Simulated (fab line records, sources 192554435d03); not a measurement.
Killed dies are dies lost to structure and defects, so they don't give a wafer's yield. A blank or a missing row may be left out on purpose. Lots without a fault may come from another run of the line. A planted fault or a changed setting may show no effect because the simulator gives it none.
Split-lot experiment | flow n5_finfet | 7 lots, 21 wafers read, on a route of 1938 steps

THE SPLIT
At N5_SD_EPI_P_EPI_21 (deposits SiGe:B, time 355 s), the setting time_s was moved away from the recipe's 355 s on 11 of the 21 wafers read, by -7.4% to +16.5%. The other wafers ran this setting at the recipe's value.

FROM THE SPLIT TO THE READING: what the file shows between them, 5 steps
- N5_SD_EPI_P_EPI_MEAS_23
- N5_SD_EPI_P_HM_STRIP_48: strips SiNx in H3PO4, material SiNx, target depth 3 nm
- N5_SD_EPI_P_SRD_49: time 30 s
- N5_SD_ACTIVATION_RTA_00: time 0 s
- N5_SD_ACTIVATION_LSA_01: time 0.0008 s

THE READING
RS_SD_P, in ohm/sq, at N5_SD_ACTIVATION_RS_MEAS_03 (measures by four-point-probe). Fault-free wafers of this fab line usually give 56.3 ohm/sq, standard deviation 0.9 ohm/sq.

wafer  | tool, chamber at the split | time_s as run, s | against the recipe | RS_SD_P, ohm/sq | against lot-mates on the recipe
L074.1 | epi_rpcvd-01, 0            | 372.8            | +5.0%              | 53.7            | -0.9
L074.2 | epi_rpcvd-01, 0            | 355              | recipe             | 54.0            | -
L074.4 | epi_rpcvd-01, 0            | 355              | recipe             | 55.3            | -
L075.4 | epi_rpcvd-02, 0            | 355              | recipe             | 57.4            | -
L075.5 | epi_rpcvd-02, 0            | 355              | recipe             | 56.3            | -
L075.6 | epi_rpcvd-02, 0            | 355              | recipe             | 58.0            | -
L078.1 | epi_rpcvd-04, 0            | 355              | recipe             | 56.0            | -
L078.3 | epi_rpcvd-04, 0            | 355              | recipe             | 55.8            | -
L078.6 | epi_rpcvd-04, 0            | 355              | recipe             | 56.1            | -
L081.3 | epi_rpcvd-01, 0            | 355              | recipe             | 56.2            | -
L081.4 | epi_rpcvd-01, 0            | 328.9            | -7.4%              | 59.7            | +3.5
L081.5 | epi_rpcvd-01, 0            | 328.9            | -7.4%              | 58.5            | +2.3
L089.2 | epi_rpcvd-01, 0            | 328.9            | -7.4%              | 59.7            | no lot-mate on the recipe
L089.5 | epi_rpcvd-01, 0            | 328.9            | -7.4%              | 59.4            | no lot-mate on the recipe
L089.6 | epi_rpcvd-01, 0            | 328.9            | -7.4%              | 59.3            | no lot-mate on the recipe
L090.1 | epi_rpcvd-04, 0            | 413.4            | +16.5%             | 51.5            | no lot-mate on the recipe
L090.2 | epi_rpcvd-04, 0            | 413.4            | +16.5%             | 51.8            | no lot-mate on the recipe
L090.4 | epi_rpcvd-04, 0            | 413.4            | +16.5%             | 51.4            | no lot-mate on the recipe
L091.1 | epi_rpcvd-02, 0            | 355              | recipe             | 57.4            | -
L091.3 | epi_rpcvd-02, 0            | 411.3            | +15.9%             | 50.7            | -6.7
L091.5 | epi_rpcvd-02, 0            | 411.3            | +15.9%             | 51.2            | -6.2

THE FIT
A straight line over all 21 wafers: RS_SD_P changes by -0.333 ohm/sq for each +1% of time_s; r = -0.95; the points scatter about the line by 0.94 ohm/sq.
The same after taking each lot's own level away (the mean of its wafers on the recipe; 15 wafers): -0.398 ohm/sq for each +1%; r = -0.98; scatter 0.58 ohm/sq.
On that fit, the largest move of time_s shifts the reading by 6.5 ohm/sq.
The lots' own levels span 54.65 to 57.40 ohm/sq, that is 3.1 times the standard deviation above.
So the lot-to-lot level changes the slope: the two fits differ.
Check: with one of the wafers moved furthest among these (+15.9%) left out of the fit, the line predicts -5.95 ohm/sq for it against its lot-mates. It came out at -6.7 ohm/sq against them.

OTHER SPLITS ON THESE WAFERS
These wafers also went through other splits before the reading. Each is held against what the fit with the lots' levels taken away leaves over:
other split on the same wafers                    | wafers away from the commonest value | r with RS_SD_P (lot level and that fit taken away)
N5_WELL_APT_EXPOSE_05 dose_mj                     | 9                                    | +0.31
N5_WELL_APT_PEB_06 peb_temp_c                     | 7                                    | +0.18
N5_PMOS_HMC_CHANNEL_EPI_DEVELOP_08 develop_time_s | 2                                    | -0.50
N5_FIN_SAQP_SPACER1_ALD_24 ald_cycles             | 6                                    | +0.02
N5_SD_EPI_N_ETCH_35 time_s                        | 9                                    | -0.47
N5_SD_EPI_P_ETCH_16 target_depth_a                | 7                                    | +0.24

THE WHOLE CHAIN: every reading that the file lists as answering this split, in the file's order
step                        | what it does                 | reading                                                                           | change (the file's fit)               | r (the file's)
N5_SD_EPI_P_EPI_21          | deposits SiGe:B, time 355 s  | SiGe-B_of_SD_EPI_P_EPI_21.thk_nm (the simulator's own value, which no gauge read) | +0.421 nm for each +1% of the setting | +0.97
N5_SD_EPI_P_EPI_MEAS_23     |                              | thk_nm                                                                            | withheld for each +1% of the setting  | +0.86
N5_SD_ACTIVATION_RS_MEAS_03 | measures by four-point-probe | RS_SD_P                                                                           | -0.391 for each +1% of the setting    | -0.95

THE FILE'S OWN FIT
RS_SD_P changes by -0.391 ohm/sq for each +1% of time_s, r = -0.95.
